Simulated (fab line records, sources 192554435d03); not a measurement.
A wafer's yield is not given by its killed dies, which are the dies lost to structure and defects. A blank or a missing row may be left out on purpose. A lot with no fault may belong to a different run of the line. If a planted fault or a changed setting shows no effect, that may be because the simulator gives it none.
Split-lot trial :: flow n5-finfet :: 21 wafers read across 7 lots, on a route 1938 steps long

## THE SPLIT ITSELF
At N5_PASSIVATION_ETCH_54 (etches SiO2 in CHF3/O2, target depth 880 nm, time 440 s), the setting time-s was moved away from the recipe's 440 s on 5 of the 21 wafers read, by -21.5% to +15.4%. For the rest of the wafers, this setting stayed at what the recipe calls for.

The reading comes from the split's own step.

## THE READING
etch.depth-nm (the simulator's own value, which no gauge read), in nm, at N5_PASSIVATION_ETCH_54 (etches SiO2 in CHF3/O2, target depth 880 nm, time 440 s). The file does not state a usual value for it. Across the 16 wafers here that went through the recipe, the average is 881.5 nm and the standard deviation 13 nm.

wafer: L080.2
tool, chamber at the split: rie-diel-02, 2
time-s as run, s: 345.4
against the recipe: -21.5%
etch.depth-nm, nm: 688.3
against lot-mates on the recipe: -193.9

wafer: L080.3
tool, chamber at the split: rie-diel-02, 3
time-s as run, s: 345.4
against the recipe: -21.5%
etch.depth-nm, nm: 701.1
against lot-mates on the recipe: -181.1

wafer: L080.6
tool, chamber at the split: rie-diel-02, 2
time-s as run, s: 440
against the recipe: recipe
etch.depth-nm, nm: 882.2
against lot-mates on the recipe: -

wafer: L086.2
tool, chamber at the split: rie-diel-04, 3
time-s as run, s: 440
against the recipe: recipe
etch.depth-nm, nm: 868.8
against lot-mates on the recipe: -

wafer: L086.3
tool, chamber at the split: rie-diel-04, 2
time-s as run, s: 440
against the recipe: recipe
etch.depth-nm, nm: 899.8
against lot-mates on the recipe: -

wafer: L086.5
tool, chamber at the split: rie-diel-04, 2
time-s as run, s: 440
against the recipe: recipe
etch.depth-nm, nm: 895.3
against lot-mates on the recipe: -

wafer: L084.1
tool, chamber at the split: rie-diel-04, 3
time-s as run, s: 374.8
against the recipe: -14.8%
etch.depth-nm, nm: 740.5
against lot-mates on the recipe: -159.1

wafer: L084.4
tool, chamber at the split: rie-diel-04, 2
time-s as run, s: 440
against the recipe: recipe
etch.depth-nm, nm: 899.6
against lot-mates on the recipe: -

wafer: L084.5
tool, chamber at the split: rie-diel-04, 2
time-s as run, s: 374.8
against the recipe: -14.8%
etch.depth-nm, nm: 760.4
against lot-mates on the recipe: -139.2

wafer: L087.4
tool, chamber at the split: rie-diel-04, 0
time-s as run, s: 440
against the recipe: recipe
etch.depth-nm, nm: 889.5
against lot-mates on the recipe: -

wafer: L087.5
tool, chamber at the split: rie-diel-04, 0
time-s as run, s: 440
against the recipe: recipe
etch.depth-nm, nm: 880
against lot-mates on the recipe: -

wafer: L087.6
tool, chamber at the split: rie-diel-04, 3
time-s as run, s: 507.7
against the recipe: +15.4%
etch.depth-nm, nm: 1012
against lot-mates on the recipe: +127.2

wafer: L088.1
tool, chamber at the split: rie-diel-02, 0
time-s as run, s: 440
against the recipe: recipe
etch.depth-nm, nm: 881
against lot-mates on the recipe: -

wafer: L088.4
tool, chamber at the split: rie-diel-02, 3
time-s as run, s: 440
against the recipe: recipe
etch.depth-nm, nm: 895.1
against lot-mates on the recipe: -

wafer: L088.5
tool, chamber at the split: rie-diel-02, 0
time-s as run, s: 440
against the recipe: recipe
etch.depth-nm, nm: 877.7
against lot-mates on the recipe: -

wafer: L091.1
tool, chamber at the split: rie-diel-03, 3
time-s as run, s: 440
against the recipe: recipe
etch.depth-nm, nm: 849.9
against lot-mates on the recipe: -

wafer: L091.3
tool, chamber at the split: rie-diel-03, 2
time-s as run, s: 440
against the recipe: recipe
etch.depth-nm, nm: 873.4
against lot-mates on the recipe: -

wafer: L091.6
tool, chamber at the split: rie-diel-03, 0
time-s as run, s: 440
against the recipe: recipe
etch.depth-nm, nm: 883.5
against lot-mates on the recipe: -

wafer: L096.1
tool, chamber at the split: rie-diel-02, 3
time-s as run, s: 440
against the recipe: recipe
etch.depth-nm, nm: 881.9
against lot-mates on the recipe: -

wafer: L096.5
tool, chamber at the split: rie-diel-02, 1
time-s as run, s: 440
against the recipe: recipe
etch.depth-nm, nm: 869
against lot-mates on the recipe: -

wafer: L096.6
tool, chamber at the split: rie-diel-02, 0
time-s as run, s: 440
against the recipe: recipe
etch.depth-nm, nm: 877.5
against lot-mates on the recipe: -

FIT RESULTS
A straight line over all 21 wafers: etch.depth-nm changes by +8.69 nm for each +1% of time-s; r = +0.99; the points scatter about the line by 12 nm.
The same after taking each lot's own level away (the mean of its wafers on the recipe; 21 wafers): +8.97 nm for each +1%; r = +0.99; scatter 11 nm.
The reading moves by 1.9e+02 nm for the largest change in time-s, on that fit.
From 868.93 to 899.60 nm: that is the span of the lots' own levels, equal to 2.4 times the standard deviation above.
The two slopes are in agreement: the lot-to-lot level therefore moves the slope only a little.
Check: for one of the wafers moved furthest among these (-21.5%), held out of the fit, the line's prediction against its lot-mates is -195 nm. Against them it came out at -194 nm.

## OTHER SPLITS ON THESE WAFERS
Before the reading, these wafers also passed through other splits. Each is held against what the fit with the lots' levels taken away leaves over:
other split on the same wafers: N5_BEOL_M14_PEB_26 peb-temp-c
wafers away from the commonest value: 7
r with etch.depth-nm (lot level and that fit taken away): -0.02

other split on the same wafers: N5_BEOL_M14_DESCUM_33 time-s
wafers away from the commonest value: 6
r with etch.depth-nm (lot level and that fit taken away): -0.18

other split on the same wafers: N5_PASSIVATION_EXPOSE_07 dose-mj
wafers away from the commonest value: 5
r with etch.depth-nm (lot level and that fit taken away): +0.40

## THE WHOLE CHAIN: every reading that the file lists as answering this split, in the file's order
step: N5_PASSIVATION_ETCH_54
what it does: etches SiO2 in CHF3/O2, target depth 880 nm, time 440 s
reading: PASSIVATION.feature-depth-nm (the simulator's own value, which no gauge read)
change (the file's fit): +8.93 nm for each +1% of the setting
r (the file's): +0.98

step: N5_PASSIVATION_ETCH_54
what it does: etches SiO2 in CHF3/O2, target depth 880 nm, time 440 s
reading: etch.depth-nm (the simulator's own value, which no gauge read)
change (the file's fit): +8.93 nm for each +1% of the setting
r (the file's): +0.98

## THE FILE'S OWN FIT
etch.depth-nm changes by +8.93 nm for each +1% of time-s, r = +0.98.
